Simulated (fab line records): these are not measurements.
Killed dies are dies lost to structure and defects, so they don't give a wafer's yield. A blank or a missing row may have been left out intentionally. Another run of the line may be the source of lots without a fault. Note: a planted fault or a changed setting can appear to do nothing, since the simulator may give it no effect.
fab line records	flow n5_finfet
[record] lots = 6	wafers = 18	last_day = 15
route steps=1938 shown BEOL_M11@1575 PASSIVATION@1936
lots untouched by any fault: they come from a run of this same line in which no faults occurred
start_h: hours from the record's opening day to when the first of the lot's shown wafers began	wait_h: hours since the lot's step before	" unchanged from the row above	L1.1+2: a single row standing in for several wafers	- no value, or no start given	* or withheld: withheld	< > ~ a bound
route shown NAME@n: names a module that has steps shown in the file, with the first one's number in the route	usual: mean/standard deviation taken from wafers without a fault	same: alike in all rows	chamber/n: place in a boat	sites: per-site readings	_std_site: standard deviation across them	_edge_site: outer sites' mean less inner sites'	radius_mm: how far each site lies from the wafer's centre	mask NAME#n: copy n	behind: the most recent tool/chamber to have shaped the wafer	hold: why the lot went on hold/how many hours it stayed there/how the hold came to an end	device: whichever transistor did not switch (one of n, p or np)	end of line: at the end of the route, the tests of the same wafers	for a step that has no rows: nothing shown but its recipe	killed: dies that structure and defects cost at the first sort, which is not the same as the wafer's yield	map: a wafer's dies, x killed, . not, _ none there
set.NAME: setting as actually run; set.NAME@STEP: the setting as run at that earlier step	model.NAME: the simulator's own value behind a step, which no gauge read
certain route steps with their lots: each step a table, each wafer a row
services: from which hour (start_h, from the record's first day; less than 0 if before it) a tool's chamber was out of use, for how many hours, and why
[[steps]]
[step N5_BEOL_M11_VIA_ETCH_34]
[recipe] chemistry = C4F6/O2	target = SiCOH_lowk	target_depth_a = 1845	mask_material = SOC	taper_deg = 4	time_s = 69.2	ion_energy_ev = 250	pressure_mtorr = 30	source_w = 345	bias_w = 185	Ar_flow_sccm = 300	C4F6_flow_sccm = 10	O2_flow_sccm = 10
[step N5_BEOL_M11_STRIP_73]
[recipe] chemistry = C4F6/O2	resist = SiARC	rf_frequency_hz = 6e+07
[step N5_BEOL_M11_STRIP_36]
[recipe] chemistry = N2/H2	power_w = 450	temp_c = 40	pressure_mtorr = 20	rf_frequency_hz = 6e+07	overash_fraction = 0.3	bias_power_w = 7	h2_frac = 0.5	n2_flow_sccm = 200	h2_flow_sccm = 200
[usual] drypump_motor_current_A = 5.7/0.65	oes_product_au = 0.80/0.094	rf_vpp_V = 58.8/1.9	showerhead_plenum_p_Torr = 2.53/0.1	throttle_valve_pct = 23.57/0.27
lot.wafer	tool	chamber	start_h	wait_h	drypump_motor_current_A	oes_product_au	rf_hours_counter_h	rf_vpp_V	showerhead_plenum_p_Torr	throttle_valve_pct
L899.2	rie_diel-05	0	259.61	0.0	4.7	0.85	64	58.5	2.46	23.36
L899.3	"	1	"	"	6.0	0.91	17	60.3	2.50	24.04
L899.5	"	1	"	"	6.0	0.92	-	57.2	2.50	24.06
L902.2	rie_diel-03	3	272.13	0.0	5.3	0.75	153	56.0	2.34	23.46
L902.3	"	1	"	"	5.5	0.72	204	60.4	2.62	23.49
L902.5	"	2	"	"	5.2	0.73	-	59.8	2.63	23.35
L908.1	rie_diel-01	1	312.01	0.0	5.8	0.83	77	58.2	2.68	23.31
L908.4	"	3	"	"	4.9	0.89	39	58.2	2.59	23.25
L908.6	"	1	"	"	5.8	0.84	-	58.5	2.68	23.31
L910.2	rie_diel-01	3	312.47	0.0	4.8	0.86	39	57.9	2.59	23.28
L910.4	"	1	"	"	5.8	0.85	77	58.4	2.68	23.34
L910.5	"	1	"	"	5.8	0.84	-	61.6	2.68	23.35
L911.1	rie_diel-05	1	318.04	0.0	6.0	0.88	34	61.0	2.49	24.10
L911.2	"	3	"	"	6.8	0.73	189	58.7	2.43	23.63
L911.3	"	2	"	"	6.2	0.67	217	60.1	2.41	23.60
L909.1	rie_diel-03	0	320.08	0.0	5.4	0.94	15	60.7	2.59	23.51
L909.4	"	3	"	"	5.2	0.73	172	57.1	2.33	23.47
L909.5	"	1	"	"	5.5	0.71	-	60.6	2.61	23.50
[step N5_BEOL_M11_TRENCH_ETCH_37]
[recipe] chemistry = C4F6/O2	target_depth_a = 1488.3	target = SiCOH_lowk	time_s = 48	ion_energy_ev = 250	pressure_mtorr = 30	source_w = 345	bias_w = 185	Ar_flow_sccm = 300	C4F6_flow_sccm = 10	O2_flow_sccm = 10
[usual] bias_w = 184.9/0.55	drypump_motor_current_A = 5.7/0.64	oes_ar_750_au = 0.80/0.088	oes_product_au = 0.80/0.094	rf_vpp_V = 663/6.1	showerhead_plenum_p_Torr = 2.83/0.11	throttle_valve_pct = 20.87/0.17
lot.wafer	tool	chamber	start_h	wait_h	bias_w	drypump_motor_current_A	oes_ar_750_au	oes_product_au	rf_hours_counter_h	rf_vpp_V	showerhead_plenum_p_Torr	throttle_valve_pct
L899.2	rie_diel-05	0	-	-	184.7	4.7	0.85	0.85	64	658	2.78	20.81
L899.3	"	1	"	"	184.7	6.0	0.90	0.93	17	672	2.78	20.82
L899.5	"	1	"	"	184.4	6.0	0.91	0.92	-	672	2.78	20.83
L902.2	rie_diel-03	3	-	-	183.8	5.2	0.74	0.75	153	663	2.63	20.75
L902.3	"	1	"	"	185.2	5.5	0.72	0.73	204	669	2.94	20.83
L902.5	"	2	"	"	185.1	5.1	0.73	0.73	-	661	2.94	20.81
L908.1	rie_diel-01	1	-	-	185.2	5.8	0.84	0.85	77	667	2.99	20.77
L908.4	"	3	"	"	184.9	4.9	0.87	0.88	39	662	2.91	20.67
L908.6	"	1	"	"	185.5	5.8	0.85	0.85	-	667	2.99	20.77
L910.2	rie_diel-01	3	-	-	185.0	4.9	0.87	0.88	39	663	2.91	20.66
L910.4	"	1	"	"	185.3	5.8	0.85	0.85	77	667	2.99	20.79
L910.5	"	1	"	"	185.2	5.8	0.85	0.85	-	666	2.99	20.79
L911.1	rie_diel-05	1	-	-	184.3	6.0	0.87	0.89	34	671	2.78	20.85
L911.2	"	3	"	"	184.6	6.8	0.74	0.74	189	653	2.73	21.09
L911.3	"	2	"	"	186.0	6.2	0.69	0.69	217	659	2.70	21.09
L909.1	rie_diel-03	0	-	-	184.6	5.3	0.92	0.94	15	671	2.90	20.54
L909.4	"	3	"	"	185.3	5.2	0.74	0.72	172	660	2.62	20.79
L909.5	"	1	"	"	185.0	5.5	0.70	0.70	-	670	2.93	20.86
[step N5_BEOL_M11_ETCH_41]
[recipe] chemistry = CH3F/O2	target = SiCN	target_depth_a = 426	taper_deg = 2	time_s = 86	ion_energy_ev = 120	mask_material = TiN	pressure_mtorr = 30	source_w = 395	bias_w = 75	Ar_flow_sccm = 150	CH3F_flow_sccm = 30	O2_flow_sccm = 20
[usual] bias_w = 74.98/0.21	drypump_motor_current_A = 5.7/0.64	oes_product_au = 0.80/0.093	rf_vpp_V = 297.1/1.8	showerhead_plenum_p_Torr = 1.99/0.082	throttle_valve_pct = 16.26/0.19
lot.wafer	tool	chamber	start_h	wait_h	bias_w	drypump_motor_current_A	oes_product_au	rf_hours_counter_h	rf_vpp_V	showerhead_plenum_p_Torr	throttle_valve_pct
L899.2	rie_diel-05	0	-	-	74.87	4.7	0.84	64	296.2	1.95	16.17
L899.3	"	1	"	"	74.81	6.0	0.92	17	298.7	1.95	16.16
L899.5	"	1	"	"	74.98	6.0	0.92	-	296.8	1.96	16.17
L902.2	rie_diel-03	3	-	-	75.04	5.2	0.73	153	293.9	1.84	16.18
L902.3	"	1	"	"	75.25	5.4	0.72	204	299.6	2.07	16.27
L902.5	"	2	"	"	74.78	5.2	0.73	-	298.8	2.07	16.27
L908.1	rie_diel-01	1	-	-	74.93	5.8	0.85	77	299.7	2.11	16.16
L908.4	"	3	"	"	74.83	4.9	0.88	39	298.3	2.05	16.01
L908.6	"	1	"	"	74.99	5.8	0.85	-	299.8	2.11	16.17
L910.2	rie_diel-01	3	-	-	75.21	4.9	0.89	39	297.4	2.05	16.00
L910.4	"	1	"	"	74.98	5.8	0.84	77	298.7	2.11	16.16
L910.5	"	1	"	"	74.92	5.8	0.84	-	300.0	2.11	16.18
L911.1	rie_diel-05	1	-	-	74.91	6.0	0.89	34	296.4	1.95	16.20
L911.2	"	3	"	"	74.86	6.8	0.74	189	295.7	1.91	16.46
L911.3	"	2	"	"	75.19	6.2	0.69	217	294.0	1.90	16.53
L909.1	rie_diel-03	0	-	-	74.89	5.4	0.93	15	298.5	2.04	15.87
L909.4	"	3	"	"	75.02	5.2	0.73	172	294.1	1.83	16.23
L909.5	"	1	"	"	75.31	5.4	0.70	-	300.2	2.06	16.31
[step N5_BEOL_M11_STRIP_77]
[recipe] chemistry = N2/H2	time_s = 10	power_w = 450	temp_c = 40	pressure_mtorr = 20	rf_frequency_hz = 6e+07	bias_power_w = 7	n2_flow_sccm = 200	h2_flow_sccm = 200
[usual] drypump_motor_current_A = 5.7/0.65	oes_product_au = 0.80/0.093	rf_vpp_V = 59.1/0.99	showerhead_plenum_p_Torr = 2.53/0.1	throttle_valve_pct = 23.57/0.27
lot.wafer	tool	chamber	start_h	wait_h	drypump_motor_current_A	oes_product_au	rf_hours_counter_h	rf_vpp_V	showerhead_plenum_p_Torr	throttle_valve_pct
L899.2	rie_diel-05	0	-	-	4.7	0.83	64	59.9	2.46	23.32
L899.3	"	1	"	"	6.0	0.92	17	59.1	2.50	24.05
L899.5	"	1	"	"	6.0	0.92	-	59.0	2.50	24.06
L902.2	rie_diel-03	3	-	-	5.3	0.74	153	58.1	2.34	23.47
L902.3	"	1	"	"	5.4	0.72	204	59.2	2.62	23.49
L902.5	"	2	"	"	5.2	0.72	-	58.6	2.63	23.36
L908.1	rie_diel-01	1	-	-	5.8	0.85	77	60.3	2.68	23.31
L908.4	"	3	"	"	4.9	0.88	39	59.2	2.59	23.26
L908.6	"	1	"	"	5.8	0.85	-	58.8	2.68	23.32
L910.2	rie_diel-01	3	-	-	4.9	0.88	39	58.6	2.59	23.27
L910.4	"	1	"	"	5.8	0.84	77	59.1	2.68	23.32
L910.5	"	1	"	"	5.8	0.84	-	60.5	2.68	23.31
L911.1	rie_diel-05	1	-	-	6.0	0.89	34	58.9	2.49	24.06
L911.2	"	3	"	"	6.8	0.73	189	58.7	2.43	23.64
L911.3	"	2	"	"	6.2	0.68	217	57.6	2.41	23.64
L909.1	rie_diel-03	0	-	-	5.4	0.93	15	59.8	2.59	23.51
L909.4	"	3	"	"	5.2	0.72	172	57.1	2.33	23.49
L909.5	"	1	"	"	5.5	0.71	-	61.1	2.61	23.53
[step N5_BEOL_M11_OCD_MEAS_38]
[usual] trench_depth_nm = 149.9/2.5
lot.wafer	tool	chamber	start_h	wait_h	trench_depth_nm
L899.2	ocd-01	-	259.84	-	151.4
L899.3	"	-	"	"	150.3
L899.5	"	-	"	"	150.5
L902.2	ocd-02	-	272.35	-	149.4
L902.3	"	-	"	"	150.4
L902.5	"	-	"	"	147.6
L908.1	ocd-02	-	312.24	-	148.6
L908.4	"	-	"	"	152.1
L908.6	"	-	"	"	150.8
L910.2	ocd-01	-	312.69	-	152.2
L910.4	"	-	"	"	152.6
L910.5	"	-	"	"	151.6
L911.1	ocd-01	-	318.26	-	151.9
L911.2	"	-	"	"	148.6
L911.3	"	-	"	"	146.9
L909.1	ocd-01	-	320.31	-	151.7
L909.4	"	-	"	"	144.9
L909.5	"	-	"	"	147.7
[step N5_BEOL_M11_HM_STRIP_39]
[recipe] chemistry = peroxide_tin_strip	material = TiN	target_depth_a = 250	temp_c = 50	time_s = 158
[step N5_BEOL_M11_SRD_40]
[recipe] time_s = 30	temp_c = 23	rinse_liquid = diw	dry = ipa_marangoni
[step N5_BEOL_M11_PRECLEAN_42]
[recipe] chemistry = residue_remover	time_s = 60	temp_c = 40
[step N5_BEOL_M11_SRD_43]
[recipe] time_s = 30	temp_c = 23	rinse_liquid = diw	dry = ipa_marangoni
[step N5_BEOL_M11_CD_MEAS_35]
[recipe] target_cd_nm = 70	polarity = opening
[usual] cd_nm = 70.0/0.56
lot.wafer	tool	chamber	start_h	wait_h	cd_nm
L899.2	cd_sem-02	-	259.99	0.0	69.8
L899.3	"	-	"	"	69.3
L899.5	"	-	"	"	69.9
L902.2	cd_sem-02	-	272.52	0.0	69.9
L902.3	"	-	"	"	69.3
L902.5	"	-	"	"	69.3
L908.1	cd_sem-01	-	312.39	0.0	69.7
L908.4	"	-	"	"	69.9
L908.6	"	-	"	"	69.7
L910.2	cd_sem-01	-	312.85	0.0	69.4
L910.4	"	-	"	"	70.5
L910.5	"	-	"	"	69.9
L911.1	cd_sem-03	-	318.41	0.0	69.7
L911.2	"	-	"	"	70.0
L911.3	"	-	"	"	69.8
L909.1	cd_sem-02	-	320.46	0.0	70.1
L909.4	"	-	"	"	70.3
L909.5	"	-	"	"	70.9
[step N5_BEOL_M11_CURE_72]
[recipe] temp_c = 370	time_s = 120	ambient = DMADMS/He	material = SiCOH_lowk
[usual] lamp_power_pct = 52.32/0.054	run_length_s = 178.5/1.5	wafer_temp_C_max = 371.8/0.49
lot.wafer	tool	chamber	start_h	wait_h	lamp_power_pct	run_length_s	wafer_temp_C_max
L899.2	uv_cure-03	1	260.08	0.1	52.42	178.6	370.8
L899.3	"	1	"	"	52.30	178.8	371.0
L899.5	"	1	"	"	52.29	179.1	371.2
L902.2	uv_cure-02	0	272.86	0.3	52.33	178.2	371.8
L902.3	"	0	"	"	52.37	178.1	371.4
L902.5	"	0	"	"	52.35	177.8	372.0
L908.1	uv_cure-02	2	312.43	0.0	-	-	-
L908.4	"	2	"	"	-	-	-
L908.6	"	2	"	"	-	-	-
L910.2	uv_cure-01	1	312.94	0.1	52.30	177.2	372.4
L910.4	"	1	"	"	52.28	177.1	372.3
L910.5	"	1	"	"	52.27	176.9	372.1
L911.1	uv_cure-02	2	318.46	0.0	52.35	178.9	371.6
L911.2	"	2	"	"	52.26	178.9	371.9
L911.3	"	2	"	"	52.41	179.0	372.0
L909.1	uv_cure-03	0	320.50	0.0	-	-	-
L909.4	"	0	"	"	-	-	-
L909.5	"	0	"	"	-	-	-
[step N5_BEOL_M11_DEGAS_44]
[recipe] ambient = vacuum	temp_c = 250	time_s = 60
[usual] heater_power_w = 338/35
lot.wafer	tool	chamber	start_h	wait_h	heater_power_w
L899.2	pvd_sputter-03	-	260.72	0.6	296
L899.3	"	-	"	"	307
L899.5	"	-	"	"	292
L902.2	pvd_sputter-01	-	273.51	0.6	327
L902.3	"	-	"	"	372
L902.5	"	-	"	"	378
L908.1	pvd_sputter-01	-	312.84	0.4	363
L908.4	"	-	"	"	292
L908.6	"	-	"	"	284
L910.2	pvd_sputter-03	-	313.27	0.3	313
L910.4	"	-	"	"	355
L910.5	"	-	"	"	302
L911.1	pvd_sputter-02	-	318.86	0.4	385
L911.2	"	-	"	"	367
L911.3	"	-	"	"	303
L909.1	pvd_sputter-03	-	321.07	0.5	290
L909.4	"	-	"	"	310
L909.5	"	-	"	"	315
[step N5_PASSIVATION_PROBE_49]
[usual] defect_limited_yield = 91.1/1.3	killed_at_M0_to_M3 = 36/10	killed_at_M4_up = 14/4.4	killed_at_contacts = 14/5.7	killed_at_front_end = 39/9.4	killed_at_other = 2.9/2.6	killed_dies = 105/15	killed_open = 70/12	killed_short = 34/7.1	sort_bin_5_function = 5.3/0.77	sort_bin_6_memory = 3.3/0.66	sort_n_pass = 1075/15	sort_yield_pct = 91.1/1.3
[same] gross_dies = 1180	killed_at_back_side = 0	sort_bin_4_leakage[%] = 0	sort_bin_8_speed[%] = 0
lot.wafer	tool	chamber	start_h	wait_h	defect_limited_yield[%]	killed_at_M0_to_M3	killed_at_M4_up	killed_at_contacts	killed_at_front_end	killed_at_other	killed_dies	killed_open	killed_short	sort_bin_5_function[%]	sort_bin_6_memory[%]	sort_n_pass	sort_yield_pct[%]
L899.2	prober-01	-	302.85	0.1	92.4	25	9	17	39	0	90	50	35	4.8	2.5	1090	92.4
L899.3	prober-01	-	302.90	0.1	89.4	32	17	15	58	3	125	88	37	6.6	3.7	1055	89.4
L899.5	prober-01	-	303.00	0.2	90.0	37	15	17	46	3	118	77	39	6.4	3.3	1062	90.0
L902.2	prober-02	-	316.93	0.1	91.3	38	11	14	33	7	103	65	35	5.4	3.1	1077	91.3
L902.3	prober-02	-	316.98	0.1	92.9	18	11	13	33	9	84	55	28	4.2	2.5	1096	92.9
L902.5	prober-02	-	317.08	0.2	93.7	31	4	6	24	9	74	46	26	3.6	2.1	1106	93.7
L910.2	prober-02	-	351.99	0.1	91.6	26	8	24	41	0	99	73	26	5.5	2.7	1081	91.6
L910.4	prober-02	-	352.09	0.2	91.4	41	13	16	31	1	102	75	25	4.8	3.4	1078	91.4
L910.5	prober-02	-	352.14	0.2	91.3	39	12	9	41	2	103	70	32	5.6	2.9	1077	91.3
L908.1	prober-01	-	360.02	0.0	89.1	34	23	22	45	5	129	99	28	5.7	4.7	1051	89.1
L908.4	prober-01	-	360.17	0.2	90.2	44	14	11	42	5	116	75	41	5.9	3.5	1064	90.2
L908.6	prober-01	-	360.27	0.3	90.3	37	12	10	55	0	114	81	31	5.2	4.3	1066	90.3
L909.1	prober-02	-	361.79	0.0	94.7	18	11	6	27	1	63	43	20	3.6	1.6	1117	94.7
L909.4	prober-02	-	361.94	0.2	91.3	44	12	12	32	3	103	72	29	5.0	3.6	1077	91.3
L909.5	prober-02	-	361.99	0.2	92.5	31	12	6	37	3	89	48	41	4.2	3.1	1091	92.5
// killed by level:class
L899.2 MOL_CONTACT_COAG:geometric_particle:open=12 FIN_SAQP:geometric_particle:short=7 BEOL_M2:geometric_particle:open=7 DUMMY_GATE:geometric_particle:open=6 STI_FIN_REVEAL:geometric_particle:open=5 GATE_CUT:geometric_particle:short=5 MOL_CONTACT_COAG:geometric_particle:short=5 BEOL_M0_SAQP:geometric_particle:short=5
L899.3 STI_FIN_REVEAL:geometric_particle:open=15 FIN_SAQP:geometric_particle:open=14 MOL_CONTACT_COAG:geometric_particle:open=12 GATE_CUT:geometric_particle:short=9 BEOL_M4:geometric_particle:open=9 BEOL_M0_SAQP:geometric_particle:short=8 BEOL_M0_SAQP:geometric_particle:open=7 BEOL_M7:geometric_particle:open=6
L899.5 MOL_CONTACT_COAG:geometric_particle:open=13 BEOL_M4:geometric_particle:open=10 FIN_SAQP:geometric_particle:short=9 BEOL_M0_SAQP:geometric_particle:open=9 BEOL_M0:geometric_particle:open=7 GATE_CUT:geometric_particle:short=6 BEOL_M0_SAQP:geometric_particle:short=6 STI_FIN_REVEAL:geometric_particle:open=5
L902.2 MOL_CONTACT_COAG:geometric_particle:open=12 BEOL_M0_SAQP:geometric_particle:short=8 BEOL_M4:geometric_particle:open=7 STI_FIN_REVEAL:geometric_particle:open=7 BEOL_M0_SAQP:geometric_particle:open=7 BEOL_M1:geometric_particle:open=7 FIN_SAQP:geometric_particle:short=5 GATE_CUT:geometric_particle:open=5
L902.3 MOL_CONTACT_COAG:geometric_particle:open=9 BEOL_M2:geometric_particle:open=9 STI_FIN_REVEAL:geometric_particle:open=7 FIN_SAQP:geometric_particle:short=6 ILD0:geometric_particle:short=5 BEOL_M4:geometric_particle:open=5 FIN_SAQP:geometric_particle:open=4 MOL_CONTACT_COAG:geometric_particle:short=4
L902.5 STI_FIN_REVEAL:geometric_particle:open=7 MOL_CONTACT_COAG:geometric_particle:open=6 BEOL_M0_SAQP:geometric_particle:open=6 BEOL_M3:geometric_particle:open=6 FIN_SAQP:geometric_particle:short=5 BEOL_M0_SAQP:geometric_particle:short=4 BEOL_M0:geometric_particle:open=4 PAD_METAL:geometric_particle:short=4
L910.2 MOL_CONTACT_COAG:geometric_particle:open=20 STI_FIN_REVEAL:geometric_particle:open=14 FIN_SAQP:geometric_particle:open=8 BEOL_M2:geometric_particle:open=7 BEOL_M3:geometric_particle:open=7 FIN_SAQP:geometric_particle:short=5 BEOL_M1:geometric_particle:open=5 MOL_CONTACT_COAG:geometric_particle:short=4
L910.4 MOL_CONTACT_COAG:geometric_particle:open=15 BEOL_M1:geometric_particle:open=10 BEOL_M2:geometric_particle:open=8 BEOL_M3:geometric_particle:open=8 BEOL_M4:geometric_particle:open=7 FIN_SAQP:geometric_particle:open=6 STI_FIN_REVEAL:geometric_particle:open=5 BEOL_M1:geometric_particle:short=5
L910.5 FIN_SAQP:geometric_particle:open=11 BEOL_M1:geometric_particle:open=11 MOL_CONTACT_COAG:geometric_particle:open=8 BEOL_M0_SAQP:geometric_particle:open=8 FIN_SAQP:geometric_particle:short=6 STI_FIN_REVEAL:geometric_particle:open=6 BEOL_M2:geometric_particle:open=6 BEOL_M3:geometric_particle:open=4
L908.1 STI_FIN_REVEAL:geometric_particle:open=19 MOL_CONTACT_COAG:geometric_particle:open=19 BEOL_M0_SAQP:geometric_particle:open=17 BEOL_M4:geometric_particle:open=12 FIN_SAQP:geometric_particle:open=9 BEOL_M1:geometric_particle:open=6 STI_FIN_REVEAL:geometric_particle:short=5 BEOL_M0_SAQP:geometric_particle:short=5
L908.4 BEOL_M0_SAQP:geometric_particle:open=18 BEOL_M0_SAQP:geometric_particle:short=15 STI_FIN_REVEAL:geometric_particle:open=9 MOL_CONTACT_COAG:geometric_particle:open=7 FIN_SAQP:geometric_particle:open=6 BEOL_M1:geometric_particle:open=6 FIN_SAQP:geometric_particle:short=5 DUMMY_GATE:geometric_particle:open=5
L908.6 STI_FIN_REVEAL:geometric_particle:open=22 BEOL_M0_SAQP:geometric_particle:open=18 BEOL_M0_SAQP:geometric_particle:short=10 FIN_SAQP:geometric_particle:open=8 MOL_CONTACT_COAG:geometric_particle:open=8 GATE_CUT:geometric_particle:short=6 BEOL_M8:geometric_particle:open=6 STI_FIN_REVEAL:geometric_particle:short=4
L909.1 FIN_SAQP:geometric_particle:open=6 STI_FIN_REVEAL:geometric_particle:open=6 BEOL_M0_SAQP:geometric_particle:short=5 BEOL_M0_SAQP:geometric_particle:open=5 BEOL_M3:geometric_particle:open=4 BEOL_M4:geometric_particle:open=4 FIN_CUT:geometric_particle:open=3 ILD0:geometric_particle:short=3
L909.4 BEOL_M0_SAQP:geometric_particle:open=12 MOL_CONTACT_COAG:geometric_particle:open=11 BEOL_M3:geometric_particle:open=11 FIN_SAQP:geometric_particle:open=10 BEOL_M0_SAQP:geometric_particle:short=9 FIN_SAQP:geometric_particle:short=6 BEOL_M4:geometric_particle:open=6 BEOL_M2:geometric_particle:open=6
L909.5 FIN_SAQP:geometric_particle:short=17 BEOL_M0_SAQP:geometric_particle:short=10 BEOL_M0_SAQP:geometric_particle:open=10 FIN_SAQP:geometric_particle:open=7 MOL_CONTACT_COAG:geometric_particle:open=5 BEOL_M1:geometric_particle:open=5 BEOL_M4:geometric_particle:open=3 BEOL_M4:geometric_particle:short=3
[[services]]
tool	chamber	start_h	hours	kind
rie_diel-01	2	247.19	13.3	repair
rie_diel-03	2	251.67	11.3	repair
rie_diel-03	0	263.00	-	clean
rie_diel-03	0	263.00	-	consumable_replace:focus_ring
rie_diel-03	0	263.00	18.7	scheduled_down
rie_diel-03	0	263.00	18.7	vent_cycle
rie_diel-01	2	276.08	10.4	repair
rie_diel-03	1	291.76	7.9	repair
[[key]]
[first_sign] step = N5_BEOL_M11_CURE_72	reading = tool_record	direction = missing
effect none on later readings
met_at N5_BEOL_M11_CURE_72
struck_wafers L908.1,L908.4,L908.6,L909.1,L909.4,L909.5
onset_between 272.86 312.43
[fault] kind = skipped_step_whole	tool = uv_cure-02,uv_cure-03	chamber = -	onset_h = 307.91	steps = N5_BEOL_M11_CURE_72	scope = struck_lots_only
